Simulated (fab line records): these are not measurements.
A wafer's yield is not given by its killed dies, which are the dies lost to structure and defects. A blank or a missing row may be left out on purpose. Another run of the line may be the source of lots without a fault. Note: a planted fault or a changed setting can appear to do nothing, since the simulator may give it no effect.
fab line records | flow n5_finfet | part 2 of 2: steps 19 to 23 of 23
record: lots: 5 | wafers: 15 | last_day: 19
route steps=1938 shown GATE_CUT@479
lots untouched by any fault: they come from a run of this same line in which no faults occurred
start_h: hours from the record's first day to the start of the lot's first wafer shown | wait_h: time in hours since the lot's previous step | " unchanged from the row above | L1.1+2: one row covering several wafers at once | - no value, or no start given | * or withheld: withheld | < > ~ a bound
route shown NAME@n: names a module that has steps shown in the file, with the first one's number in the route | usual: the fault-free wafers' mean and standard deviation | same: alike in all rows | chamber/n: place in a boat | sites: each site's reading | _std_site: the values' standard deviation | _edge_site: mean of outer sites minus mean of inner sites | radius_mm: for every site, how far away it sits from the centre of the wafer | mask NAME#n: copy n | behind: the most recent tool/chamber to have shaped the wafer | hold: why the lot went on hold/how many hours it stayed there/how the hold came to an end | device: transistor that didn't switch, given as n, p or np | end of line: the route-end tests of the same wafers | a step without rows: its recipe alone | killed: dies that structure and defects cost at the first sort, which is not the same as the wafer's yield | map: a wafer's dies, marking killed ones x, the rest . and places with no die _
set.NAME: setting as actually run; set.NAME@STEP: the setting as run at that earlier step | model.NAME: the simulator's own value behind a step, which no gauge read
lots seen at some steps along the route; tables by step, rows by wafer
services: the hour from which a tool's chamber was out of use, counted from the record's first day as start_h (under 0 if before that day), plus the number of hours and why
== steps ==
step: N5_GATE_CUT_STRIP_41
recipe: chemistry: CF4 | resist: SiARC | power_w: 300 | bias_power_w: 75 | pressure_mtorr: 50 | cf4_flow_sccm: 150 | rf_frequency_hz: 6e+07
usual: drypump_motor_current_A: 5.6/0.35 | oes_product_au: 0.180/0.018 | rf_fwd_power_W: 294.0/1.7 | rf_vpp_V: 271.2/1.5 | showerhead_plenum_p_Torr: 1.80/0.058 | throttle_valve_pct: 13.75/0.23
lot.wafer | tool        | chamber | start_h | wait_h | drypump_motor_current_A | oes_product_au | rf_fwd_power_W | rf_hours_counter_h | rf_vpp_V | showerhead_plenum_p_Torr | throttle_valve_pct
L074.1    | rie_diel-02 | 1       | 89.54   | 0.0    | 5.6                     | 0.181          | 293.7          | 156                | 272.1    | 1.86                     | 13.72
L074.4    | "           | 3       | "       | "      | 5.0                     | 0.159          | 293.6          | -                  | 269.5    | 1.71                     | 14.10
L074.5    | "           | 1       | "       | "      | 5.6                     | 0.170          | 295.0          | -                  | 273.5    | 1.86                     | 13.71
L076.2    | rie_diel-01 | 1       | 99.51   | 0.0    | 6.1                     | 0.176          | 292.5          | 160                | 272.8    | 1.78                     | 13.76
L076.3    | "           | 0       | "       | "      | 5.8                     | 0.175          | 294.0          | 161                | 272.1    | 1.80                     | 13.76
L076.6    | "           | 1       | "       | "      | 6.0                     | 0.176          | 292.4          | -                  | 270.7    | 1.78                     | 13.76
L079.1    | rie_diel-03 | 2       | 119.82  | 0.0    | 5.3                     | 0.172          | 291.0          | 125                | 272.6    | 1.80                     | 13.83
L079.3    | "           | 1       | "       | "      | 5.9                     | 0.162          | 292.6          | 238                | 269.6    | 1.69                     | 14.01
L079.5    | "           | 1       | "       | "      | 5.9                     | 0.164          | 291.5          | -                  | 269.5    | 1.69                     | 14.00
L091.1    | rie_diel-03 | 3       | 188.79  | 0.0    | 5.5                     | 0.167          | 294.7          | 200                | 272.3    | 1.79                     | 13.98
L091.2    | "           | 0       | "       | "      | 5.4                     | 0.168          | 294.1          | 183                | 271.1    | 1.78                     | 13.66
L091.5    | "           | 3       | "       | "      | 5.5                     | 0.171          | 293.1          | -                  | 270.1    | 1.79                     | 13.99
L095.2    | rie_diel-03 | 2       | 212.52  | 0.0    | 5.3                     | 0.172          | 292.5          | 156                | 269.0    | 1.79                     | 13.90
L095.3    | "           | 3       | "       | "      | 5.4                     | 0.172          | 295.2          | 207                | 270.7    | 1.78                     | 13.99
L095.6    | "           | 0       | "       | "      | 5.4                     | 0.169          | 293.7          | -                  | 270.8    | 1.78                     | 13.68
step: N5_GATE_CUT_STRIP_42
recipe: chemistry: O2 | power_w: 400 | temp_c: 40 | pressure_mtorr: 30 | rf_frequency_hz: 6e+07 | bias_power_w: 0 | overash_fraction: 0.3 | o2_flow_sccm: 225
usual: drypump_motor_current_A: 5.6/0.35 | oes_product_au: 0.78/0.082 | rf_vpp_V: 3.6/0.47 | showerhead_plenum_p_Torr: 2.11/0.076 | throttle_valve_pct: 16.86/0.22
lot.wafer | tool        | chamber | start_h | wait_h | drypump_motor_current_A | oes_product_au | rf_hours_counter_h | rf_vpp_V | showerhead_plenum_p_Torr | throttle_valve_pct
L074.1    | rie_diel-02 | 1       | 89.56   | 0.0    | 5.6                     | 0.76           | 156                | 3.5      | 2.19                     | 16.87
L074.4    | "           | 3       | "       | "      | 5.0                     | 0.69           | -                  | 3.0      | 2.00                     | 17.24
L074.5    | "           | 1       | "       | "      | 5.6                     | 0.77           | -                  | 2.8      | 2.19                     | 16.86
L076.2    | rie_diel-01 | 1       | 99.53   | 0.0    | 6.1                     | 0.75           | 160                | 3.5      | 2.09                     | 16.89
L076.3    | "           | 0       | "       | "      | 5.7                     | 0.74           | 161                | 3.0      | 2.11                     | 16.93
L076.6    | "           | 1       | "       | "      | 6.0                     | 0.75           | -                  | 4.0      | 2.09                     | 16.89
L079.1    | rie_diel-03 | 2       | 119.84  | 0.0    | 5.3                     | 0.78           | 125                | 3.0      | 2.11                     | 16.95
L079.3    | "           | 1       | "       | "      | 5.9                     | 0.70           | 238                | 4.1      | 1.97                     | 17.09
L079.5    | "           | 1       | "       | "      | 6.0                     | 0.71           | -                  | 4.1      | 1.97                     | 17.06
L091.1    | rie_diel-03 | 3       | 188.81  | 0.0    | 5.5                     | 0.74           | 200                | 3.4      | 2.10                     | 17.15
L091.2    | "           | 0       | "       | "      | 5.4                     | 0.75           | 183                | 4.1      | 2.10                     | 16.86
L091.5    | "           | 3       | "       | "      | 5.5                     | 0.74           | -                  | 3.2      | 2.10                     | 17.16
L095.2    | rie_diel-03 | 2       | 212.54  | 0.0    | 5.3                     | 0.75           | 156                | 3.6      | 2.10                     | 17.00
L095.3    | "           | 3       | "       | "      | 5.4                     | 0.73           | 207                | 3.4      | 2.10                     | 17.16
L095.6    | "           | 0       | "       | "      | 5.4                     | 0.74           | -                  | 3.9      | 2.10                     | 16.85
step: N5_GATE_CUT_ETCH_19
recipe: chemistry: CH3F/O2 | target: SiNx | mask_material: SiO2 | target_depth_a: 537 | time_s: 76.7 | pressure_mtorr: 30 | source_w: 395 | bias_w: 73 | Ar_flow_sccm: 150 | CH3F_flow_sccm: 30 | O2_flow_sccm: 20 | ion_energy_ev: 120 | ends: cleared
usual: drypump_motor_current_A: 5.6/0.35 | etch_rf_on_time_s: 76.5/1.1 | oes_product_au: 0.67/0.07 | rf_fwd_power_W: 391.0/1.7 | rf_vpp_V: 299/4.7 | showerhead_plenum_p_Torr: 2.01/0.071 | throttle_valve_pct: 16.52/0.23
lot.wafer | tool        | chamber | start_h | wait_h | drypump_motor_current_A | etch_rf_on_time_s | oes_product_au | rf_fwd_power_W | rf_hours_counter_h | rf_vpp_V | showerhead_plenum_p_Torr | throttle_valve_pct
L074.1    | rie_diel-02 | 1       | 89.60   | 0.0    | 5.6                     | 76.9              | 0.64           | 392.7          | 156                | 300      | 2.08                     | 16.51
L074.4    | "           | 3       | "       | "      | 5.0                     | 76.5              | 0.58           | 389.6          | -                  | 300      | 1.91                     | 16.91
L074.5    | "           | 1       | "       | "      | 5.6                     | 76.9              | 0.64           | 391.4          | -                  | 301      | 2.08                     | 16.52
L076.2    | rie_diel-01 | 1       | 99.57   | 0.0    | 6.1                     | 77.6              | 0.65           | 390.9          | 160                | 299      | 2.00                     | 16.56
L076.3    | "           | 0       | "       | "      | 5.7                     | 76.2              | 0.63           | 392.3          | 161                | 295      | 2.01                     | 16.59
L076.6    | "           | 1       | "       | "      | 6.1                     | 77.7              | 0.64           | 391.5          | -                  | 299      | 2.00                     | 16.58
L079.1    | rie_diel-03 | 2       | 119.88  | 0.0    | 5.3                     | 75.7              | 0.66           | 388.1          | 125                | 296      | 2.00                     | 16.59
L079.3    | "           | 1       | "       | "      | 5.9                     | 75.7              | 0.61           | 391.4          | 238                | 303      | 1.88                     | 16.75
L079.5    | "           | 1       | "       | "      | 5.9                     | 75.0              | 0.61           | 391.5          | -                  | 301      | 1.88                     | 16.74
L091.1    | rie_diel-03 | 3       | 188.85  | 0.0    | 5.5                     | 78.6              | 0.63           | 391.3          | 200                | 293      | 1.99                     | 16.75
L091.2    | "           | 0       | "       | "      | 5.4                     | 77.0              | 0.62           | 391.4          | 183                | 301      | 2.00                     | 16.49
L091.5    | "           | 3       | "       | "      | 5.4                     | 77.7              | 0.62           | 391.5          | -                  | 294      | 1.99                     | 16.73
L095.2    | rie_diel-03 | 2       | 212.58  | 0.0    | 5.3                     | 75.3              | 0.64           | 387.7          | 156                | 295      | 1.99                     | 16.66
L095.3    | "           | 3       | "       | "      | 5.5                     | 78.0              | 0.62           | 390.9          | 207                | 293      | 1.99                     | 16.74
L095.6    | "           | 0       | "       | "      | 5.4                     | 76.2              | 0.63           | 391.7          | -                  | 301      | 2.00                     | 16.50
step: N5_GATE_CUT_CUT_ETCH_53
recipe: chemistry: SF6/Cl2 | target: W | mask_material: SiO2 | target_depth_a: 792 | pressure_mtorr: 8 | icp_w: 900 | bias_w: 80 | SF6_flow_sccm: 40 | Cl2_flow_sccm: 60 | ends: cleared
usual: drypump_motor_current_A: 5.7/0.48 | etch_rf_on_time_s: 26.1/0.58 | oes_product_au: 0.69/0.1 | rf_fwd_power_W: 877.8/2.6 | throttle_valve_pct: 28.87/0.26
lot.wafer | tool         | chamber | start_h | wait_h | drypump_motor_current_A | etch_rf_on_time_s | oes_product_au | rf_fwd_power_W | rf_hours_counter_h | throttle_valve_pct
L074.1    | rie_metal-03 | 0       | 89.71   | 0.1    | 6.4                     | 26.2              | 0.78           | 876.5          | 16                 | 28.97
L074.4    | "            | 1       | "       | "      | 5.5                     | 25.2              | 0.88           | 874.1          | -                  | 28.61
L074.5    | "            | 1       | "       | "      | 5.5                     | 25.1              | 0.87           | 878.1          | -                  | 28.61
L076.2    | rie_metal-02 | 1       | 99.68   | 0.1    | 5.8                     | 26.9              | 0.72           | 879.6          | 31                 | 28.46
L076.3    | "            | 1       | "       | "      | 5.8                     | 26.9              | 0.73           | 880.1          | -                  | 28.47
L076.6    | "            | 1       | "       | "      | 5.8                     | 27.2              | 0.71           | 880.4          | -                  | 28.47
L079.1    | rie_metal-01 | 0       | 120.02  | 0.1    | 6.1                     | 25.2              | 0.58           | 880.5          | 110                | 29.03
L079.3    | "            | 0       | "       | "      | 6.1                     | 25.3              | 0.58           | 875.0          | -                  | 29.02
L079.5    | "            | 0       | "       | "      | 6.1                     | 24.8              | 0.59           | 878.7          | -                  | 29.03
L091.1    | rie_metal-03 | 0       | 188.96  | 0.1    | 6.4                     | 26.3              | 0.75           | 883.9          | 24                 | 29.00
L091.2    | "            | 1       | "       | "      | 5.5                     | 25.4              | 0.81           | 875.3          | 14                 | 28.61
L091.5    | "            | 1       | "       | "      | 5.5                     | 25.5              | 0.81           | 876.0          | -                  | 28.60
L095.2    | rie_metal-02 | 0       | 212.69  | 0.1    | 5.4                     | 26.6              | 0.75           | 874.5          | 16                 | 28.81
L095.3    | "            | 0       | "       | "      | 5.4                     | 26.6              | 0.76           | 872.9          | -                  | 28.81
L095.6    | "            | 0       | "       | "      | 5.4                     | 26.8              | 0.76           | 873.7          | -                  | 28.80
step: N5_GATE_CUT_CUT_ETCH_54
recipe: chemistry: Cl2/BCl3 | target: TiN | mask_material: SiO2 | target_depth_a: 967 | pressure_mtorr: 10 | icp_w: 1000 | bias_w: 126 | Cl2_flow_sccm: 53.25 | bcl3_flow_sccm: 21.75 | Ar_flow_sccm: 25 | ends: cleared
usual: drypump_motor_current_A: 5.7/0.48 | etch_rf_on_time_s: 36.4/0.87 | oes_product_au: 0.69/0.099 | rf_fwd_power_W: 981/4.8 | throttle_valve_pct: 22.23/0.22
lot.wafer | tool         | chamber | start_h | wait_h | drypump_motor_current_A | etch_rf_on_time_s | oes_product_au | rf_fwd_power_W | rf_hours_counter_h | throttle_valve_pct
L074.1    | rie_metal-03 | 0       | 89.77   | 0.0    | 6.4                     | 36.9              | 0.78           | 977            | 16                 | 22.32
L074.4    | "            | 1       | "       | "      | 5.5                     | 35.4              | 0.86           | 983            | -                  | 21.97
L074.5    | "            | 1       | "       | "      | 5.5                     | 35.6              | 0.86           | 983            | -                  | 22.00
L076.2    | rie_metal-02 | 1       | 99.74   | 0.0    | 5.7                     | 37.5              | 0.72           | 973            | 31                 | 21.87
L076.3    | "            | 1       | "       | "      | 5.7                     | 37.4              | 0.72           | 974            | -                  | 21.90
L076.6    | "            | 1       | "       | "      | 5.7                     | 37.4              | 0.72           | 973            | -                  | 21.89
L079.1    | rie_metal-01 | 0       | 120.08  | 0.0    | 6.1                     | 35.1              | 0.58           | 983            | 110                | 22.35
L079.3    | "            | 0       | "       | "      | 6.1                     | 35.6              | 0.58           | 982            | -                  | 22.36
L079.5    | "            | 0       | "       | "      | 6.2                     | 35.3              | 0.58           | 985            | -                  | 22.37
L091.1    | rie_metal-03 | 0       | 189.02  | 0.0    | 6.4                     | 36.5              | 0.75           | 984            | 24                 | 22.34
L091.2    | "            | 1       | "       | "      | 5.5                     | 35.5              | 0.81           | 984            | 15                 | 21.99
L091.5    | "            | 1       | "       | "      | 5.5                     | 35.4              | 0.80           | 982            | -                  | 21.99
L095.2    | rie_metal-02 | 0       | 212.75  | 0.0    | 5.4                     | 37.1              | 0.75           | 974            | 16                 | 22.28
L095.3    | "            | 0       | "       | "      | 5.4                     | 37.3              | 0.76           | 974            | -                  | 22.27
L095.6    | "            | 0       | "       | "      | 5.4                     | 37.3              | 0.75           | 975            | -                  | 22.28
== services ==
tool           | chamber | start_h | hours | kind
rie_diel-03    | 2       | 73.79   | 3.4   | repair
rie_diel-02    | 2       | 88.89   | 6.0   | repair
euv_scanner-02 | -       | 90.31   | 1.0   | pm
rie_diel-03    | 0       | 96.09   | 2.1   | repair
rie_diel-02    | 3       | 99.93   | -     | clean
rie_diel-02    | 3       | 99.93   | -     | consumable_replace:focus_ring
rie_diel-02    | 3       | 99.93   | -     | consumable_replace:showerhead
euv_scanner-01 | -       | 106.95  | 4.6   | pm
euv_scanner-01 | -       | 116.43  | 1.0   | pm
rie_metal-03   | -       | 119.08  | 2.8   | pm
euv_scanner-02 | -       | 122.82  | 1.8   | repair
rie_diel-03    | 1       | 123.37  | 2.8   | repair
rie_diel-01    | 1       | 129.06  | 5.2   | repair
euv_scanner-02 | -       | 146.46  | 1.0   | pm
rie_diel-01    | 1       | 149.61  | 2.3   | repair
rie_diel-01    | 2       | 150.61  | 2.8   | repair
rie_diel-03    | 1       | 161.54  | -     | clean
rie_diel-03    | 1       | 161.54  | -     | consumable_replace:focus_ring
rie_diel-03    | 1       | 161.54  | -     | consumable_replace:showerhead
rie_diel-03    | 1       | 161.54  | 15.7  | scheduled_down
rie_diel-03    | 1       | 161.54  | 15.7  | vent_cycle
euv_scanner-01 | -       | 172.58  | 1.0   | pm
euv_scanner-02 | -       | 173.62  | 2.0   | repair
euv_scanner-02 | -       | 179.08  | 4.6   | pm
